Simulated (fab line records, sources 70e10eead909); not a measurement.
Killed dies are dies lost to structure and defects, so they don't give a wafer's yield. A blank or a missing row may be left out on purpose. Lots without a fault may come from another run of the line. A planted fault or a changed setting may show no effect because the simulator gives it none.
fab line records | flow nand_harc
record lots=14 wafers=39 last_day=35
route steps=1302 shown P_GATE@139
lots that met no fault: from a run of the same line without faults
start_h: hours from the record's first day to the start of the lot's first wafer shown | wait_h: hours since the lot's step before | " the same as in the row above | L1.1+2: a row that stands for several wafers | - no value, or no start given | * or withheld: withheld | < > ~ a bound
route shown NAME@n: a module of which the file shows steps, and the number in the route of the first | usual: mean/standard deviation of fault-free wafers | same: alike in all rows | chamber/n: place in a boat | sites: the reading at each site | _std_site: their standard deviation | _edge_site: outer sites' mean less inner sites' | radius_mm: how far each site lies from the wafer's centre | mask NAME#n: copy n | behind: the tool/chamber that last shaped the wafer | hold: why the lot was held/for how many hours/how that ended | device: the transistor (n, p or np) that didn't switch | end of line: the same wafers' tests at the end of the route | a step without rows: its recipe alone | killed: dies lost to structure and defects at the first sort, not the wafer's yield | map: a wafer's dies, x killed, . not, _ none there
set.NAME: the setting as run; set.NAME@STEP: as run at that earlier step | model.NAME: the simulator's own value behind a step, which no gauge read
steps of the route over a sample of lots; a table a step, a row a wafer
services: from which hour (start_h, from the record's first day; less than 0 if before it) a tool's chamber was out of use, for how many hours, and why
## steps
# step NHARC_P_GATE_PEB_24
# recipe peb_temp_c=100 peb_time_s=65
# usual heater_power_total_W=156.6/0.42
# columns lot.wafer tool chamber start_h wait_h heater_power_total_W
L429.2 litho_track-04 0 93.61 0.1 156.5
L429.3 " 0 " " 156.2
L429.5 " 0 " " 157.2
L430.1 litho_track-04 0 107.14 0.1 156.2
L430.3 " 0 " " 157.1
L430.4 " 0 " " 156.3
L431.2 litho_track-06 0 112.33 0.1 157.0
L431.4 " 0 " " 156.4
L431.5 " 0 " " 157.2
L437.2 litho_track-01 0 196.52 0.1 156.4
L437.3 " 0 " " 156.6
L437.6 " 0 " " 157.1
L433.5 litho_track-06 0 197.81 0.0 156.2
L433.6 " 0 " " 163.8
L434.4 litho_track-06 0 199.32 0.0 164.1
L434.5 " 0 " " 156.9
L440.4 litho_track-06 0 202.32 0.0 163.8
L440.6 " 0 " " 164.9
L442.1 litho_track-04 0 238.48 0.1 156.3
L442.2 " 0 " " 156.2
L442.5 " 0 " " 156.7
L444.4 litho_track-01 0 242.67 0.0 157.1
L444.5 " 0 " " 156.0
L444.6 " 0 " " 156.2
L446.1 litho_track-04 0 262.47 0.1 157.1
L446.5 " 0 " " 156.4
L446.6 " 0 " " 157.0
L448.1 litho_track-01 0 282.09 0.1 156.4
L448.2 " 0 " " 156.9
L448.5 " 0 " " 156.2
L449.1 litho_track-01 0 293.99 0.1 156.1
L449.2 " 0 " " 155.9
L449.3 " 0 " " 156.7
L450.1 litho_track-06 0 313.83 0.1 157.1
L450.3 " 0 " " 156.7
L450.5 " 0 " " 157.1
L452.2 litho_track-06 0 324.90 0.1 156.1
L452.3 " 0 " " 156.1
L452.6 " 0 " " 157.1
# step NHARC_P_GATE_CD_MEAS_26
# recipe target_cd_nm=120 landing_energy_ev=500
# usual cd_nm=119.7/0.7
# columns lot.wafer tool chamber start_h wait_h cd_nm
L429.2 cd_sem-01 0 93.69 - 119.8
L429.3 " 0 " " 119.8
L429.5 " 0 " " 120.1
L430.1 cd_sem-03 0 107.22 - 119.0
L430.3 " 0 " " 119.7
L430.4 " 0 " " 119.0
L431.2 cd_sem-03 0 112.41 - 120.2
L431.4 " 0 " " 120.5
L431.5 " 0 " " 120.4
L437.2 cd_sem-01 0 196.60 - 119.1
L437.3 " 0 " " 119.2
L437.6 " 0 " " 119.3
L433.5 cd_sem-01 0 197.90 - 120.4
L433.6 " 0 " " 123.5
L434.4 cd_sem-03 0 199.40 - 122.5
L434.5 " 0 " " 120.1
L440.4 cd_sem-03 0 202.41 - 123.6
L440.6 " 0 " " 123.6
L442.1 cd_sem-02 0 238.56 - 118.8
L442.2 " 0 " " 120.2
L442.5 " 0 " " 119.2
L444.4 cd_sem-02 0 242.76 - 118.6
L444.5 " 0 " " 119.3
L444.6 " 0 " " 119.5
L446.1 cd_sem-03 0 262.55 - 119.3
L446.5 " 0 " " 120.5
L446.6 " 0 " " 120.4
L448.1 cd_sem-01 0 282.17 - 119.2
L448.2 " 0 " " 118.6
L448.5 " 0 " " 118.5
L449.1 cd_sem-02 0 294.07 - 119.0
L449.2 " 0 " " 119.1
L449.3 " 0 " " 118.7
L450.1 cd_sem-02 0 313.91 - 121.2
L450.3 " 0 " " 120.7
L450.5 " 0 " " 121.6
L452.2 cd_sem-02 0 324.98 - 120.2
L452.3 " 0 " " 120.1
L452.6 " 0 " " 120.1
# step NHARC_P_GATE_INSPECT_28
# usual raw_defect_count=6/3.1
# columns lot.wafer tool chamber start_h wait_h raw_defect_count
L429.2 defect_inspect-02 - 93.81 0.0 6
L429.3 " - " " 10
L429.5 " - " " 6
L430.1 defect_inspect-01 - 107.35 0.0 4
L430.3 " - " " 4
L430.4 " - " " 4
L431.2 defect_inspect-01 - 112.53 0.0 11
L431.4 " - " " 9
L431.5 " - " " 2
L437.2 defect_inspect-01 - 196.72 0.0 6
L437.3 " - " " 7
L437.6 " - " " 7
L433.5 defect_inspect-02 - 198.02 0.0 11
L433.6 " - " " 7
L434.4 defect_inspect-02 - 199.52 0.0 4
L434.5 " - " " 2
L440.4 defect_inspect-01 - 202.52 0.0 2
L440.6 " - " " 4
L442.1 defect_inspect-01 - 238.69 0.0 11
L442.2 " - " " 6
L442.5 " - " " 8
L444.4 defect_inspect-02 - 242.88 0.0 5
L444.5 " - " " 2
L444.6 " - " " 3
L446.1 defect_inspect-01 - 262.68 0.0 4
L446.5 " - " " 4
L446.6 " - " " 8
L448.1 defect_inspect-02 - 282.30 0.0 3
L448.2 " - " " 6
L448.5 " - " " 10
L449.1 defect_inspect-01 - 294.19 0.0 6
L449.2 " - " " 4
L449.3 " - " " 12
L450.1 defect_inspect-01 - 314.04 0.0 7
L450.3 " - " " 5
L450.5 " - " " 4
L452.2 defect_inspect-01 - 325.11 0.0 5
L452.3 " - " " 6
L452.6 " - " " 9
# step NHARC_P_GATE_CD_MEAS_33
# usual cd_nm=119.7/2.3
# columns lot.wafer tool chamber start_h wait_h cd_nm
L429.2 cd_sem-01 - 94.67 - 120.2
L429.3 " - " " 122.5
L429.5 " - " " 122.1
L430.1 cd_sem-03 - 108.20 - 118.2
L430.3 " - " " 120.1
L430.4 " - " " 118.6
L431.2 cd_sem-02 - 113.39 - 120.1
L431.4 " - " " 124.4
L431.5 " - " " 120.2
L437.2 cd_sem-01 - 197.58 - 120.7
L437.3 " - " " 118.0
L437.6 " - " " 119.1
L433.5 cd_sem-03 - 198.88 - 121.0
L433.6 " - " " 120.7
L434.4 cd_sem-01 - 200.38 - 125.2
L434.5 " - " " 124.3
L440.4 cd_sem-02 - 203.42 - 121.7
L440.6 " - " " 120.5
L442.1 cd_sem-03 - 239.55 - 118.9
L442.2 " - " " 118.9
L442.5 " - " " 118.4
L444.4 cd_sem-03 - 243.74 - 119.7
L444.5 " - " " 119.6
L444.6 " - " " 120.9
L446.1 cd_sem-02 - 263.53 - 117.2
L446.5 " - " " 116.2
L446.6 " - " " 120.9
L448.1 cd_sem-01 - 283.15 - 120.1
L448.2 " - " " 118.8
L448.5 " - " " 116.9
L449.1 cd_sem-03 - 295.05 - 119.7
L449.2 " - " " 117.8
L449.3 " - " " 119.8
L450.1 cd_sem-01 - 314.99 0.1 121.1
L450.3 " - " " 119.1
L450.5 " - " " 118.6
L452.2 cd_sem-02 - 326.12 - 119.2
L452.3 " - " " 119.1
L452.6 " - " " 121.3
# step NHARC_P_GATE_ALD_36
# recipe target_thk_a=200 pulse_time_s=60 ald_cycles=223 temp_c=400 material=SiNx
# usual heater_power_w=851/70 precursor_pulse_height_rel=1.000/0.02
# columns lot.wafer tool chamber start_h wait_h heater_power_w precursor_pulse_height_rel since_wet_clean_h
L429.2 ald_sin-04 1 96.17 - 798 0.987 6
L429.3 " 2 97.22 - 788 0.978 7
L429.5 " 0 99.32 - 829 0.978 -
L430.3 ald_sin-01 3 108.66 - 920 0.983 67
L430.1 " 1 110.78 - 854 1.035 69
L430.4 " 2 111.83 - 775 1.001 70
L431.2 ald_sin-02 2 113.85 - 864 0.998 158
L431.4 " 3 114.92 - 773 0.982 159
L431.5 " 2 118.10 - 868 0.986 -
L437.2 ald_sin-01 3 199.17 - 919 1.000 157
L437.3 " 0 200.23 - 868 1.005 158
L437.6 " 2 202.35 - 769 1.019 -
L433.6 ald_sin-04 3 203.69 - 958 0.998 -
L433.5 " 0 204.76 - 836 1.025 -
L434.4 ald_sin-02 1 214.61 - 738 1.037 80
L434.5 " 3 216.77 - 745 0.985 -
L440.4 ald_sin-04 3 217.85 - 976 0.976 -
L440.6 " 0 219.28 - 866 0.992 -
L442.2 ald_sin-04 0 241.05 - 864 1.011 151
L442.1 " 2 243.13 - 815 0.987 153
L442.5 " 0 245.22 - 835 0.982 -
L444.4 ald_sin-02 2 247.33 - 916 1.000 113
L444.5 " 3 248.38 - 733 1.003 -
L444.6 " 0 249.43 - 944 0.975 -
L446.1 ald_sin-01 1 264.00 - 926 1.022 44
L446.5 " 1 268.20 - 903 0.973 -
L446.6 " 2 269.25 - 838 0.995 -
L448.2 ald_sin-04 1 283.61 - 799 1.033 12
L448.1 " 2 284.68 - 787 0.989 13
L448.5 " 2 288.97 - 791 0.961 -
L449.2 ald_sin-01 0 295.58 - 830 1.014 75
L449.3 " 1 296.65 - 941 0.979 76
L449.1 " 2 297.72 - 817 0.955 77
L450.3 ald_sin-02 3 316.58 - 770 1.006 4
L450.1 " 1 318.69 - 743 0.977 6
L450.5 " 3 320.80 - 793 1.014 -
L452.3 ald_sin-01 0 326.58 - 853 0.957 106
L452.2 " 1 327.63 - 901 1.010 107
L452.6 " 1 331.85 - 927 0.997 -
## services
# columns tool chamber start_h hours kind
ald_sin-01 0 75.49 6.5 repair
ald_sin-04 2 82.19 3.1 repair
ald_sin-04 - 82.19 10.0 pm
ald_sin-04 0 82.19 10.0 vent_cycle
ald_sin-04 1 82.19 10.0 vent_cycle
ald_sin-04 2 104.58 12.6 repair
ald_sin-02 - 126.37 10.0 pm
ald_sin-02 0 150.17 8.7 repair
litho_track-01 - 155.00 7.0 pm
litho_track-06 - 179.00 7.0 pm
litho_track-04 - 203.00 7.0 pm
ald_sin-01 1 212.45 10.0 vent_cycle
ald_sin-01 0 222.45 - clean
ald_sin-01 1 222.45 - clean
ald_sin-01 2 222.45 - clean
ald_sin-01 3 222.45 - clean
ald_sin-01 2 231.94 14.9 repair
ald_sin-02 - 264.89 1.1 repair
ald_sin-01 0 287.45 4.4 repair
ald_sin-02 - 304.37 10.0 pm
ald_sin-01 0 312.24 5.9 repair
ald_sin-01 2 315.43 5.4 repair
litho_track-06 - 325.39 - consumable_replace:filter
litho_track-01 - 330.00 7.0 pm
## key
first_sign step=NHARC_P_GATE_PEB_24 reading=heater_power_total_W direction=up sigmas=18 usual=* struck=*
effect step=NHARC_P_GATE_CD_MEAS_26 reading=cd_nm direction=up sigmas=5.2 usual=119.7 struck=123.3
met_at NHARC_P_GATE_PEB_24
struck_lots L433,L434,L440
struck_wafers L433.6,L434.4,L440.4,L440.6
tester_left_out L433,L434,L440
not_acting_at NHARC_P_GATE_INSPECT_28,NHARC_P_GATE_CD_MEAS_33,NHARC_P_GATE_ALD_36
onset_between 112.33 197.81
fault kind=process_parameter_drift tool=litho_track-06 chamber=- onset_h=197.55 steps=NHARC_P_GATE_PEB_24 channel=peb_time_s offset=* shape=step end_h=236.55 scope=struck_wafers_only acts_in=* stated=*
# tester_left_out: of these lots the tester's yield and bins aren't shown, on N5 and GAA mostly nor the transistor test; their killed dies are dies lost to structure and defects alone, not to doping, threshold or leakage, so they don't give the yield
